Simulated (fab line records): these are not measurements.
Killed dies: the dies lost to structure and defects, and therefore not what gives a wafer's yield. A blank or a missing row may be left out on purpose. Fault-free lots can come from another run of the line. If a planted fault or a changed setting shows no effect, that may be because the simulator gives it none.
fab line records	flow n5Finfet
record lots=6	wafers=16	lastDay=18
route steps=1938 shown BEOL_M14@1718 PASSIVATION@1936
lots with no fault: from the same line, run without faults
startH: the number of hours between the record's first day and the start of the first shown wafer of the lot	waitH: time in hours since the lot's previous step	" unchanged from the row above	L1.1+2: a row that stands for several wafers	- no value, or no start given	* or withheld: withheld	< > ~ a bound
route shown NAME@n: NAME is a module with steps in the file, n the number in the route of the first one	usual: the fault-free wafers' mean and standard deviation	same: alike in all rows	chamber/n: place in a boat	sites: per-site readings	_std_site: standard deviation across them	_edge_site: mean of outer sites minus mean of inner sites	radiusMm: how far each site lies from the wafer's centre	mask NAME#n: copy n	behind: the last tool/chamber to shape the wafer	hold: cause of the lot's hold/its duration in hours/its outcome	device: which transistor (n, p or np) failed to switch	end of line: the same wafers' tests at the end of the route	for a step that has no rows: nothing shown but its recipe	killed: dies lost to structure and defects at the first sort, not the wafer's yield	map: shows each die of a wafer: x if killed, . if not, _ if none is there
set.NAME: the setting that was run; set.NAME@STEP: the one run at that earlier step	model.NAME: the simulator's own value behind a step, which no gauge read
a table for each step, a row for each wafer; lots at some steps of the route
services: from which hour (startH, from the record's first day; less than 0 if before it) a tool's chamber was out of use, for how many hours, and why
## steps
# step N5_BEOL_M14_COAT_58
# recipe resist=BARC	tempC=205	timeS=60	spinRpm=1500	resistThkNm=89
# step N5_BEOL_M14_COAT_04
# recipe spinRpm=1704	resistThkNm=800
# step N5_BEOL_M14_EBR_06
# recipe solvent=PGMEA	ebrWidthMm=1.5
# step N5_BEOL_M14_SOFTBAKE_05
# recipe tempC=130	timeS=60
# step N5_BEOL_M14_EXPOSE_07
# recipe maskId=V13	na=0.8	sourceShape=annular	sigmaInner=0.5	sigmaOuter=0.8	polarization=unpolarized	attpsmPhaseDeg=180	doseMj=57
# step N5_BEOL_M14_PEB_08
# recipe pebTempC=130	pebTimeS=90
# step N5_BEOL_M14_DEVELOP_09
# recipe developTimeS=45	rinseLiquid=diw	dry=airSpin	devTempC=21
# step N5_BEOL_M14_HARDBAKE_14
# recipe tempC=130	timeS=120
# step N5_BEOL_M14_CD_MEAS_10
# recipe targetCdNm=250	landingEnergyEv=500	detector=seInlens	polarity=opening
# usual cdNm=250.5/2.5
lot.wafer	tool	chamber	startH	waitH	cdNm
L871.1	cdSem-02	0	289.83	-	250.7
L871.2	"	0	"	"	250.4
L871.4	"	0	"	"	252.9
L878.3	cdSem-03	0	345.38	-	247.9
L878.4	"	0	"	"	247.5
L878.6	"	0	"	"	244.9
L881.1	cdSem-03	0	346.30	-	254.7
L881.4	"	0	"	"	252.0
L884.1	cdSem-01	0	371.98	-	253.4
L884.5	"	0	"	"	252.7
L886.2	cdSem-01	0	390.73	-	248.8
L886.3	"	0	"	"	253.4
L886.5	"	0	"	"	248.3
L887.1	cdSem-02	0	400.37	-	250.8
L887.5	"	0	"	"	249.1
L887.6	"	0	"	"	251.6
# step N5_BEOL_M14_OVL_MEAS_11
# recipe pointsPerWafer=44
# usual V13_OVL=5/5.3
lot.wafer	tool	chamber	startH	waitH	V13_OVL[nm]
L871.1	overlay-01	0	289.86	0.0	1
L871.2	"	0	"	"	15
L871.4	"	0	"	"	14
L878.3	overlay-01	0	345.41	0.0	3
L878.4	"	0	"	"	1
L878.6	"	0	"	"	5
L881.1	overlay-01	0	346.33	0.0	6
L881.4	"	0	"	"	13
L884.1	overlay-01	0	372.01	0.0	5
L884.5	"	0	"	"	8
L886.2	overlay-02	0	390.76	0.0	1
L886.3	"	0	"	"	2
L886.5	"	0	"	"	0
L887.1	overlay-01	0	400.40	0.0	1
L887.5	"	0	"	"	1
L887.6	"	0	"	"	11
# step N5_BEOL_M14_INSPECT_12
# recipe mode=adi	inspectInstrument=macro
# usual rawDefectCount=2.0/1.4
lot.wafer	tool	chamber	startH	waitH	rawDefectCount
L871.1	defectInspect-01	-	289.89	0.0	0
L871.2	"	-	"	"	1
L871.4	"	-	"	"	2
L878.3	defectInspect-01	-	345.44	0.0	1
L878.4	"	-	"	"	2
L878.6	"	-	"	"	2
L881.1	defectInspect-02	-	346.35	0.0	1
L881.4	"	-	"	"	3
L884.1	defectInspect-02	-	372.04	0.0	1
L884.5	"	-	"	"	0
L886.2	defectInspect-02	-	390.78	0.0	3
L886.3	"	-	"	"	1
L886.5	"	-	"	"	3
L887.1	defectInspect-02	-	400.42	0.0	3
L887.5	"	-	"	"	0
L887.6	"	-	"	"	1
# step N5_BEOL_M14_DESCUM_15
# recipe chemistry=O2	timeS=7.9	sourcePowerW=50	biasPowerW=20	pressureMtorr=20	rfFrequencyHz=2.712e+07	tempC=40	o2FlowSccm=225
# usual drypumpMotorCurrentA=5.5/0.42	o2FlowSccm=225.0/0.63	oesProductAu=0.81/0.081	rfVppV=243.8/1.4	showerheadPlenumPTorr=2.13/0.078	throttleValvePct=20.46/0.24
lot.wafer	tool	chamber	startH	waitH	drypumpMotorCurrentA	o2FlowSccm	oesProductAu	rfHoursCounterH	rfVppV	showerheadPlenumPTorr	throttleValvePct
L871.1	rieDiel-01	0	290.37	0.5	5.8	223.7	0.86	51	243.4	2.13	20.54
L871.2	"	1	"	"	5.0	225.0	0.96	4	243.1	2.15	20.41
L871.4	"	3	"	"	5.6	224.5	0.73	151	243.2	2.10	20.32
L878.3	rieDiel-01	0	345.52	0.1	5.8	225.3	0.83	72	242.7	2.13	20.54
L878.4	"	1	"	"	5.0	224.0	0.88	26	242.8	2.14	20.46
L878.6	"	2	"	"	5.9	225.0	0.86	-	246.3	2.25	20.77
L881.1	rieDiel-01	3	346.39	0.0	5.6	225.8	0.71	172	243.9	2.10	20.35
L881.4	"	2	"	"	5.9	224.8	0.86	62	245.3	2.25	20.78
L884.1	rieDiel-01	2	372.07	0.0	5.9	225.0	0.85	72	244.4	2.25	20.81
L884.5	"	1	"	"	5.0	223.9	0.88	-	243.4	2.14	20.47
L886.2	rieDiel-03	2	390.82	0.0	6.0	225.4	0.79	115	244.6	2.20	20.30
L886.3	"	1	"	"	5.0	225.2	0.81	74	244.0	2.18	20.24
L886.5	"	0	"	"	5.5	225.5	0.98	-	245.6	2.22	20.45
L887.1	rieDiel-03	3	400.63	0.2	5.5	224.4	0.72	169	244.9	2.17	20.51
L887.5	"	1	"	"	5.0	226.1	0.81	-	246.3	2.18	20.26
L887.6	"	2	"	"	6.0	224.3	0.77	-	245.2	2.20	20.31
# step N5_BEOL_M14_ETCH_59
# recipe chemistry=N2/H2	target=BARC	targetDepthA=890	overetchA=267	timeS=67.9	ionEnergyEv=200	pressureMtorr=30	sourceW=840	biasW=150	n2FlowSccm=200	h2FlowSccm=200
# usual drypumpMotorCurrentA=5.5/0.43	oesProductAu=0.69/0.062	rfVppV=525.0/2.8	showerheadPlenumPTorr=2.58/0.098	throttleValvePct=17.8/0.32
lot.wafer	tool	chamber	startH	waitH	drypumpMotorCurrentA	oesProductAu	rfHoursCounterH	rfVppV	showerheadPlenumPTorr	throttleValvePct	model.coat_of_BEOL_M14_COAT_04.thkNm
L871.1	rieDiel-01	0	290.41	0.0	5.8	0.74	51	524.1	2.57	17.9	718.8
L871.2	"	1	"	"	5.0	0.80	4	525.2	2.62	18.1	713.8
L871.4	"	3	"	"	5.6	0.64	151	524.5	2.53	17.6	720.2
L878.3	rieDiel-01	0	345.55	0.0	5.8	0.71	72	524.4	2.56	17.9	717.4
L878.4	"	1	"	"	5.0	0.75	26	523.7	2.61	18.1	712.6
L878.6	"	2	"	"	5.9	0.73	-	528.7	2.67	17.8	717.6
L881.1	rieDiel-01	3	346.42	0.0	5.6	0.63	172	522.7	2.52	17.6	682
L881.4	"	2	"	"	5.9	0.74	62	529.1	2.67	17.8	715.2
L884.1	rieDiel-01	2	372.11	0.0	5.9	0.72	72	527.3	2.66	17.8	681
L884.5	"	1	"	"	5.1	0.74	-	524.8	2.60	18.1	714
L886.2	rieDiel-03	2	390.85	0.0	6.0	0.67	115	527.3	2.64	17.5	715.6
L886.3	"	1	"	"	5.0	0.69	74	528.0	2.70	17.9	714.8
L886.5	"	0	"	"	5.5	0.83	-	530.2	2.72	18.1	717.6
L887.1	rieDiel-03	3	400.67	0.0	5.4	0.63	169	526.4	2.62	17.7	720.6
L887.5	"	1	"	"	5.0	0.68	-	527.4	2.70	17.9	712.6
L887.6	"	2	"	"	6.0	0.66	-	525.9	2.64	17.5	715.2
# step N5_BEOL_M14_VIA_ETCH_16
# recipe chemistry=C4F8/O2/Ar	target=SiO2	heInnerTorr=15	heOuterTorr=30	targetDepthA=12313	timeS=withheld	ionEnergyEv=800	pressureMtorr=20	sourceW=1905	biasW=2040	Ar_flow_sccm=400	C4F8_flow_sccm=16	O2_flow_sccm=12	ends=cleared
# usual C4F8_flow_sccm=16.00/0.053	O2_flow_sccm=12.00/0.034	drypumpMotorCurrentA=5.5/0.43	heOuterTorr=29.99/0.059	mfcArSccm=399.9/1.3	oes_o_777_au=0.81/0.082	oesProductAu=0.73/0.072	rfVppV=2235/57	showerheadPlenumPTorr=3.50/0.12	throttleValvePct=30.95/0.25
lot.wafer	tool	chamber	startH	waitH	C4F8_flow_sccm	O2_flow_sccm	drypumpMotorCurrentA	heOuterTorr	mfcArSccm	oes_o_777_au	oesProductAu	rfVppV	showerheadPlenumPTorr	throttleValvePct	model.coat_of_BEOL_M14_COAT_04.thkNm
L871.1	rieDiel-01	0	290.46	0.0	16.05	12.05	5.8	30.02	399.8	0.85	0.78	2194	3.51	31.14	451
L871.2	"	1	"	"	16.02	11.97	5.0	30.01	398.3	0.96	0.88	2139	3.52	31.05	458.8
L871.4	"	3	"	"	16.00	12.03	5.6	30.02	401.3	0.75	0.67	2243	3.44	30.61	450
L878.3	rieDiel-01	0	345.60	0.0	16.05	12.03	5.8	29.97	399.0	0.82	0.75	2193	3.50	31.17	452.8
L878.4	"	1	"	"	15.95	12.03	5.1	29.88	400.4	0.88	0.82	2137	3.51	31.08	454
L878.6	"	2	"	"	16.01	11.93	5.9	29.97	400.2	0.88	0.77	2198	3.63	31.02	446
L881.1	rieDiel-01	3	346.47	0.0	16.01	11.96	5.6	29.94	399.8	0.75	0.65	2243	3.43	30.64	412.2
L881.4	"	2	"	"	16.02	11.98	5.9	29.89	397.7	0.88	0.77	2199	3.63	31.03	445.8
L884.1	rieDiel-01	2	372.16	0.0	16.02	12.00	5.9	30.11	400.3	0.86	0.76	2197	3.62	31.05	419.8
L884.5	"	1	"	"	15.92	12.01	5.1	30.01	399.2	0.87	0.79	2136	3.51	31.09	449.2
L886.2	rieDiel-03	2	390.91	0.0	16.05	11.94	6.0	29.99	401.5	0.79	0.72	2278	3.61	30.88	453.2
L886.3	"	1	"	"	16.01	12.00	5.1	29.95	400.0	0.80	0.73	2263	3.63	30.99	464.4
L886.5	"	0	"	"	15.98	12.03	5.5	30.08	401.3	0.94	0.87	2232	3.66	31.18	446.2
L887.1	rieDiel-03	3	400.72	0.0	16.09	11.94	5.4	30.11	399.0	0.70	0.65	2301	3.57	30.96	462
L887.5	"	1	"	"	15.97	12.02	5.0	29.94	400.6	0.80	0.73	2261	3.62	31.01	458.2
L887.6	"	2	"	"	15.99	12.00	6.0	30.04	398.3	0.78	0.71	2278	3.61	30.86	450.4
# step N5_BEOL_M14_STRIP_63
# recipe chemistry=O2	powerW=600	tempC=60	pressureMtorr=30	rfFrequencyHz=6e+07	biasPowerW=0	overashFraction=0.3	o2FlowSccm=225
# usual drypumpMotorCurrentA=5.5/0.43	o2FlowSccm=224.9/0.73	oesProductAu=0.81/0.081	rfVppV=3.6/0.89	showerheadPlenumPTorr=2.14/0.078	throttleValvePct=16.69/0.23
lot.wafer	tool	chamber	startH	waitH	drypumpMotorCurrentA	o2FlowSccm	oesProductAu	rfHoursCounterH	rfVppV	showerheadPlenumPTorr	throttleValvePct
L871.1	rieDiel-01	0	-	-	5.8	224.4	0.87	51	4.6	2.14	16.70
L871.2	"	1	"	"	5.0	225.1	0.97	4	1.9	2.15	16.58
L871.4	"	3	"	"	5.5	224.0	0.72	151	4.0	2.11	16.60
L878.3	rieDiel-01	0	-	-	5.8	225.4	0.82	72	4.8	2.13	16.77
L878.4	"	1	"	"	5.0	226.3	0.91	26	3.3	2.14	16.63
L878.6	"	2	"	"	5.9	225.7	0.85	-	2.8	2.26	16.95
L881.1	rieDiel-01	3	-	-	5.6	226.7	0.71	172	2.7	2.10	16.62
L881.4	"	2	"	"	5.9	225.5	0.85	62	2.0	2.26	16.96
L884.1	rieDiel-01	2	-	-	5.9	224.8	0.84	72	3.2	2.25	16.99
L884.5	"	1	"	"	5.0	226.3	0.87	-	4.0	2.14	16.64
L886.2	rieDiel-03	2	-	-	6.0	224.6	0.78	115	2.9	2.20	16.55
L886.3	"	1	"	"	5.0	225.1	0.82	74	4.8	2.19	16.51
L886.5	"	0	"	"	5.5	226.2	0.99	-	4.9	2.23	16.65
L887.1	rieDiel-03	3	-	-	5.4	225.2	0.73	169	3.0	2.18	16.77
L887.5	"	1	"	"	5.0	225.7	0.82	-	2.4	2.19	16.51
L887.6	"	2	"	"	6.0	225.4	0.77	-	2.9	2.20	16.57
# step N5_BEOL_M14_STRIP_64
# recipe chemistry=O2	powerW=600	tempC=60	pressureMtorr=30	rfFrequencyHz=6e+07	biasPowerW=0	overashFraction=0.3	o2FlowSccm=225
# usual drypumpMotorCurrentA=5.5/0.43	o2FlowSccm=224.9/0.72	oesProductAu=0.81/0.081	rfVppV=3.7/0.43	showerheadPlenumPTorr=2.14/0.078	throttleValvePct=16.69/0.23
lot.wafer	tool	chamber	startH	waitH	drypumpMotorCurrentA	o2FlowSccm	oesProductAu	rfHoursCounterH	rfVppV	showerheadPlenumPTorr	throttleValvePct
L871.1	rieDiel-01	0	-	-	5.8	223.9	0.86	51	4.0	2.14	16.69
L871.2	"	1	"	"	5.0	225.0	0.96	4	3.4	2.15	16.57
L871.4	"	3	"	"	5.6	224.0	0.73	151	4.3	2.11	16.59
L878.3	rieDiel-01	0	-	-	5.8	224.7	0.83	72	3.8	2.13	16.73
L878.4	"	1	"	"	5.0	224.2	0.90	26	2.8	2.14	16.62
L878.6	"	2	"	"	5.9	224.6	0.85	-	3.7	2.26	16.96
L881.1	rieDiel-01	3	-	-	5.6	225.3	0.71	172	3.8	2.10	16.63
L881.4	"	2	"	"	5.9	225.7	0.85	62	3.6	2.26	16.96
L884.1	rieDiel-01	2	-	-	5.9	225.8	0.84	72	4.4	2.25	16.98
L884.5	"	1	"	"	5.1	225.8	0.88	-	3.5	2.14	16.64
L886.2	rieDiel-03	2	-	-	6.0	225.6	0.77	116	3.8	2.20	16.54
L886.3	"	1	"	"	5.0	225.1	0.81	74	3.3	2.19	16.53
L886.5	"	0	"	"	5.5	224.6	0.98	-	3.6	2.23	16.65
L887.1	rieDiel-03	3	-	-	5.4	224.0	0.72	169	3.5	2.18	16.78
L887.5	"	1	"	"	5.0	224.6	0.81	-	3.0	2.19	16.51
L887.6	"	2	"	"	6.0	226.5	0.78	-	3.3	2.20	16.54
# step N5_BEOL_M14_STRIP_71
# recipe chemistry=postEtchResidueRemover	timeS=60	tempC=25	removerPh=withheld	removerWaterWtPct=withheld	removerFluorideWtPct=withheld
# step N5_BEOL_M14_SRD_72
# recipe timeS=30	tempC=23	rinseLiquid=diw	dry=n2Spin	spinRpm=1500	dryTimeS=30
# step N5_BEOL_M14_CD_MEAS_17
# recipe targetCdNm=250	polarity=opening
# usual cdNm=251.5/2.7
lot.wafer	tool	chamber	startH	waitH	cdNm
L871.1	cdSem-03	-	290.81	0.0	252.4
L871.2	"	-	"	"	249.8
L871.4	"	-	"	"	251.1
L878.3	cdSem-02	-	345.95	0.0	250.3
L878.4	"	-	"	"	248.8
L878.6	"	-	"	"	244.3
L881.1	cdSem-03	-	346.82	0.0	261.9
L881.4	"	-	"	"	252.6
L884.1	cdSem-02	-	372.51	0.0	260.3
L884.5	"	-	"	"	254.6
L886.2	cdSem-02	-	391.25	0.0	249.7
L886.3	"	-	"	"	255.5
L886.5	"	-	"	"	250.0
L887.1	cdSem-03	-	401.07	0.0	251.2
L887.5	"	-	"	"	250.7
L887.6	"	-	"	"	253.6
# step N5_BEOL_M14_COAT_65
# recipe resist=SOC	tempC=250	timeS=60	spinRpm=1500	resistThkNm=450
# step N5_PASSIVATION_PROBE_49
# usual defectLimitedYield=91.0/1.4	killed_at_M0_to_M3=35/10	killed_at_M4_up=14/5.5	killedAtContacts=13/5.6	killedAtFrontEnd=41/11	killedAtOther=4/3.4	killedDies=106/16	killedOnRim=13/4	killedOpen=68/12	killedShort=35/7.3	sort_bin_4_leakage=0.3/2.1	sort_bin_5_function=5.3/0.89	sort_bin_6_memory=3.4/0.67	sortNPass=1070/28	sortYieldPct=90.7/2.4
# same grossDies=1180	killedAtBackSide=0	sort_bin_8_speed[%]=0
lot.wafer	tool	chamber	startH	waitH	defectLimitedYield[%]	killed_at_M0_to_M3	killed_at_M4_up	killedAtContacts	killedAtFrontEnd	killedAtOther	killedDies	killedOnRim	killedOpen	killedShort	sort_bin_4_leakage[%]	sort_bin_5_function[%]	sort_bin_6_memory[%]	sortNPass	sortYieldPct[%]
L886.2	prober-01	-	415.51	0.1	93.1	22	10	8	38	4	82	9	60	18	6.2	3.3	3.2	1025	86.9
L886.3	prober-01	-	415.56	0.1	90.3	41	14	11	46	2	114	14	76	35	0	5.8	3.4	1066	90.3
L886.5	prober-01	-	415.66	0.2	90.9	30	12	12	49	4	107	8	64	42	0	5.9	2.9	1073	90.9
L887.1	prober-01	-	424.41	0.0	90.0	39	10	16	47	6	118	19	76	36	0	5.9	3.6	1062	90.0
L887.5	prober-01	-	424.61	0.2	91.0	40	14	10	34	8	106	14	67	34	0	5.5	3.2	1074	91.0
L887.6	prober-01	-	424.66	0.3	91.2	35	18	15	34	2	104	9	69	31	0	5.3	3.0	1076	91.2
# killed by level:class
L886.2 STARTING-WAFER:geometricParticle:open=8 STI_FIN_REVEAL:geometricParticle:open=7 MOL_CONTACT_COAG:geometricParticle:open=7 BEOL_M0_SAQP:geometricParticle:open=6 BEOL_M3:geometricParticle:open=5 BEOL_M4:geometricParticle:open=5 FIN_SAQP:geometricParticle:short=4 GATE_CUT:geometricParticle:short=4
L886.3 FIN_SAQP:geometricParticle:open=14 MOL_CONTACT_COAG:geometricParticle:open=10 BEOL_M3:geometricParticle:open=10 STI_FIN_REVEAL:geometricParticle:open=9 BEOL_M1:geometricParticle:open=7 FIN_SAQP:geometricParticle:short=6 BEOL_M0_SAQP:geometricParticle:short=6 BEOL_M0_SAQP:geometricParticle:open=6
L886.5 FIN_SAQP:geometricParticle:open=13 MOL_CONTACT_COAG:geometricParticle:open=9 GATE_CUT:geometricParticle:short=8 FIN_SAQP:geometricParticle:short=7 BEOL_M3:geometricParticle:open=7 BEOL_M1:geometricParticle:short=5 BEOL_M1:geometricParticle:open=5 BEOL_M2:geometricParticle:open=5
L887.1 MOL_CONTACT_COAG:geometricParticle:open=13 BEOL_M3:geometricParticle:open=9 STI_FIN_REVEAL:geometricParticle:open=7 FIN_SAQP:geometricParticle:open=6 ILD0:geometricParticle:short=5 BEOL_M1:geometricParticle:open=5 FIN_SAQP:geometricParticle:short=4 DUMMY_GATE:geometricParticle:open=4
L887.5 BEOL_M3:geometricParticle:open=9 FIN_SAQP:geometricParticle:open=8 MOL_CONTACT_COAG:geometricParticle:open=8 BEOL_M0_SAQP:geometricParticle:open=7 BEOL_M1:geometricParticle:open=6 ILD0:geometricParticle:short=5 BEOL_M0_SAQP:geometricParticle:short=5 BEOL_M2:geometricParticle:open=5
L887.6 MOL_CONTACT_COAG:geometricParticle:open=13 BEOL_M3:geometricParticle:open=12 GATE_CUT:geometricParticle:open=7 GATE_CUT:geometricParticle:short=6 BEOL_M0_SAQP:geometricParticle:short=5 BEOL_M4:geometricParticle:open=5 STI_FIN_REVEAL:geometricParticle:open=4 ILD0:geometricParticle:open=4
## services
tool	chamber	startH	hours	kind
rieDiel-03	3	273.20	6.0	repair
rieDiel-03	1	316.51	4.1	repair
rieDiel-03	2	343.20	4.2	repair
rieDiel-03	0	353.85	-	clean
rieDiel-03	0	353.85	-	consumableReplace:focusRing
rieDiel-03	0	353.85	-	consumableReplace:showerhead
rieDiel-03	0	353.85	22.0	scheduledDown
rieDiel-03	0	353.85	22.0	ventCycle
rieDiel-03	0	396.55	16.0	repair
## key
firstSign step=N5_BEOL_M14_CD_MEAS_17	reading=cdNm	direction=up	sigmas=3.5	usual=251.5	struck=261.1
effect none on later readings
modelEffect step=N5_BEOL_M14_ETCH_59	value=coat_of_BEOL_M14_COAT_04.thkNm	without=717.4	struck=681.5
modelEffect step=N5_BEOL_M14_VIA_ETCH_16	value=coat_of_BEOL_M14_COAT_04.thkNm	without=451.9	struck=416
metAt N5_BEOL_M14_ETCH_59
struckWafers L881.1,L884.1
onsetBetween 345.55 346.42
fault kind=processParameterDrift	tool=rieDiel-01	chamber=-	onsetH=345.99	steps=N5_BEOL_M14_ETCH_59	channel=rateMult	offset=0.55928	shape=step	endH=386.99	scope=struckWafersOnly
